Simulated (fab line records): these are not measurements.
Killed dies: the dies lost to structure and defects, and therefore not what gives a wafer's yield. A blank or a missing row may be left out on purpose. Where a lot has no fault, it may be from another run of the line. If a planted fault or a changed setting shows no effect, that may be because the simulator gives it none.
Matching of chambers + flow n5Finfet + N5_BEOL_M0_CO_CAP_123 on cvdCo-01 has 3 sister chambers
The step material Co, precursor CCTBA/H2, target thk 2 nm, time 102.1 s. 18 wafers are shown with their chamber, then 9 later ones without.

EACH WAFER AND ITS CHAMBER
| wafer  | chamber | heaterPowerW (W) |
|--------|---------|------------------|
| L289.2 | 2       | 245              |
| L289.3 | 0       | 220              |
| L289.6 | 1       | 217              |
| L290.2 | 2       | 256              |
| L290.4 | 1       | 224              |
| L290.5 | 0       | 224              |
| L292.3 | 0       | 231              |
| L292.5 | 2       | 257              |
| L292.6 | 0       | 222              |
| L303.3 | 2       | 253              |
| L303.5 | 1       | 222              |
| L303.6 | 2       | 251              |
| L305.2 | 1       | 229              |
| L305.3 | 2       | 250              |
| L305.4 | 0       | 233              |
| L307.1 | 0       | 224              |
| L307.2 | 1       | 223              |
| L307.3 | 2       | 259              |

SIGNATURES (averages over the wafers above)
| reading      | chamber 0 | chamber 1 | chamber 2 | scatter within a chamber |
|--------------|-----------|-----------|-----------|--------------------------|
| heaterPowerW | 225.67    | 223.00    | 253.00    | 4.8                      |
Rule: for a wafer and a chamber, the distance is found by dividing, reading by reading, the gap between the wafer's reading and the chamber's mean by the reading's scatter, squaring, summing and taking the root. The wafer belongs to the nearest chamber; if the next one is less than 2 further off, it can't be placed. The scatter: take each reading less its chamber's mean, square it, sum over the shown wafers, divide by the number of wafers less the number of chambers, and take the root.

WAFERS WITH NO CHAMBER GIVEN
| wafer  | heaterPowerW (W) |
|--------|------------------|
| L309.1 | 220              |
| L309.4 | 223              |
| L309.5 | 222              |
| L311.1 | 223              |
| L311.3 | 232              |
| L311.4 | 226              |
| L312.3 | 253              |
| L312.5 | 249              |
| L312.6 | 224              |

CHAMBER TAKEN BY EACH
| wafer  | from the rows above     | in truth |
|--------|-------------------------|----------|
| L309.1 | can't be placed: 1 or 0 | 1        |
| L309.4 | can't be placed: 1 or 0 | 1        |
| L309.5 | can't be placed: 1 or 0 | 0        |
| L311.1 | can't be placed: 1 or 0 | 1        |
| L311.3 | can't be placed: 0 or 1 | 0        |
| L311.4 | can't be placed: 0 or 1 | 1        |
| L312.3 | 2                       | 2        |
| L312.5 | 2                       | 2        |
| L312.6 | can't be placed: 1 or 0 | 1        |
2 of 9 placed correctly. From these rows, 7 cannot be placed; in 7 the true chamber is one of the candidates. Number placed wrongly: 0.
